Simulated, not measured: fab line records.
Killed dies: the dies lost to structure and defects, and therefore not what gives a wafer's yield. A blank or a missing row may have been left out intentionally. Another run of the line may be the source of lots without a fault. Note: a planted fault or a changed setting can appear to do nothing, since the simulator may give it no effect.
Comparing a struck lot with a sound one + flow n5-finfet + 35 out of 1938 route steps
Sound: these wafers, L421.1, L421.2, L421.3. Struck: wafer L427.2. (L427.3, L427.6 of the same lot were not struck and are left out.) The cause comes at the end.
Order at every step that has rows: each side's tool, ch and its chambers, its first start. Under that, the readings that differ: sound wafers + struck wafers + difference of the means + sigmas: that difference in standard deviations of wafers without a fault.
alike: a reading whose means differ by less than 2 such deviations, as well as words and numbers matching on both sides. not compared: withheld readings; readings where some wafer has no value; bounds like >300 that might hide an equal value; numbers whose values overlap and for which the record gives no deviation.
The two part at a step that has a row with sigmas, a row that says differs or no value, or rows on one side only. When numbers do not overlap yet have no deviation, they are printed without sigmas and do not part them. A reading that every wafer of one side lacks parts them only if that side has two wafers or more.

first, 9 steps without rows for these wafers: N5_PMOS_HMC_CHANNEL_EPI_DEVELOP_08 (develop time 30 s); N5_PMOS_HMC_CHANNEL_EPI_DESCUM_14 (chemistry O2, time 7.9 s); N5_PMOS_HMC_CHANNEL_EPI_ETCH_32 (etches BARC in N2/H2, stops on SiO2, target depth 85.8 nm, time 50.3 s); N5_PMOS_HMC_CHANNEL_EPI_HM_OPEN_15 (chemistry CHF3/O2, target SiO2, target depth 40.6 nm, time 20.3 s); N5_PMOS_HMC_CHANNEL_EPI_STRIP_33 (strips in N2/H2); N5_PMOS_HMC_CHANNEL_EPI_STRIP_17 (strips in SPM, time 750 s); N5_PMOS_HMC_CHANNEL_EPI_ETCH_38 (etches SiO2 in CF4, target depth 1.5 nm); N5_PMOS_HMC_CHANNEL_EPI_FIN_RECESS_16 (chemistry HBr/Cl2, target Si, target depth 54 nm, time 18 s); N5_PMOS_HMC_CHANNEL_EPI_PRECLEAN_36 (cleans in O3/DIW, time 45 s).
N5_PMOS_HMC_CHANNEL_EPI_PRECLEAN_18: cleans in DHF, time 30 s.
  sound on wet-bench-01 ch 5,6,7, day 3 18:29; struck on wet-bench-01 ch 1,2,3, day 5 05:58
then, 24 steps without rows for these wafers: N5_PMOS_HMC_CHANNEL_EPI_SRD_19 (time 30 s); N5_PMOS_HMC_CHANNEL_EPI_EPI_20 (deposits SiGe30, target thk 59 nm); N5_PMOS_HMC_CHANNEL_EPI_HM_STRIP_35 (strips SiO2 in dHF, material SiO2, target depth 39.6 nm, time 216 s); N5_PMOS_HMC_CHANNEL_EPI_SRD_39 (time 30 s); N5_PMOS_HMC_CHANNEL_EPI_CMP_21 (polishes SiGe30, target thk 54 nm); N5_PMOS_HMC_CHANNEL_EPI_PRECLEAN_40 (cleans in DHF, time 30 s); N5_PMOS_HMC_CHANNEL_EPI_PRECLEAN_37 (cleans in O3/DIW, time 45 s); N5_PMOS_HMC_CHANNEL_EPI_PRECLEAN_24 (cleans in DHF, time 30 s); N5_PMOS_HMC_CHANNEL_EPI_SRD_25 (time 30 s); N5_PMOS_HMC_CHANNEL_EPI_EPI_26 (deposits Si from SiH4/H2, target thk 3.8 nm, time 22.7 s); N5_FIN_SAQP_PRECLEAN_42 (cleans in O3/DIW, time 60 s); N5_FIN_SAQP_PRECLEAN_00 (cleans in SC1, time 60 s); N5_FIN_SAQP_PRECLEAN_44 (cleans in SC2, time 45 s); N5_FIN_SAQP_SRD_01 (time 30 s); N5_FIN_SAQP_ALD_61 (deposits SiO2, target thk 4 nm, pulse time 1 s, purge time 2 s); N5_FIN_SAQP_DENSIFY_62 (time 60 s); N5_FIN_SAQP_HM_DEP_03 (deposits SiNx from SiH4/NH3/N2, target thk 38 nm, time 33.6 s); N5_FIN_SAQP_PECVD_47 (deposits a-Si from SiH4/He, target thk 45 nm, time 36.3 s); N5_FIN_SAQP_PECVD_48 (deposits SiNx from SiH4/NH3/N2, target thk 25 nm, time 22.1 s); N5_FIN_SAQP_PECVD_06 (deposits a-Si from SiH4/He, target thk 60 nm, time 48.1 s); N5_FIN_SAQP_HM_DEP_72 (deposits SiO2 from SiH4/N2O, target thk 12 nm, time 7.2 s); N5_FIN_SAQP_COAT_49 (time 60 s, resist thk 100 nm); N5_FIN_SAQP_COAT_50 (time 60 s, resist thk 35 nm); N5_FIN_SAQP_COAT_10 (resist thk 90 nm).
-- the record jumps here: 11 days lie between the struck wafers' starts before and after (it left off in module FIN_SAQP and takes up again in module PASSIVATION, whose first step shown is number 1936 of the route) --
N5_PASSIVATION_PROBE_49:
  only the struck wafers here have rows in the record (prober-02, day 15 23:31); the sound ones have none

## WHERE THEY PART
At N5_PASSIVATION_PROBE_49 and nowhere else, as far as this record goes.

WHY: what had been put in by the simulator
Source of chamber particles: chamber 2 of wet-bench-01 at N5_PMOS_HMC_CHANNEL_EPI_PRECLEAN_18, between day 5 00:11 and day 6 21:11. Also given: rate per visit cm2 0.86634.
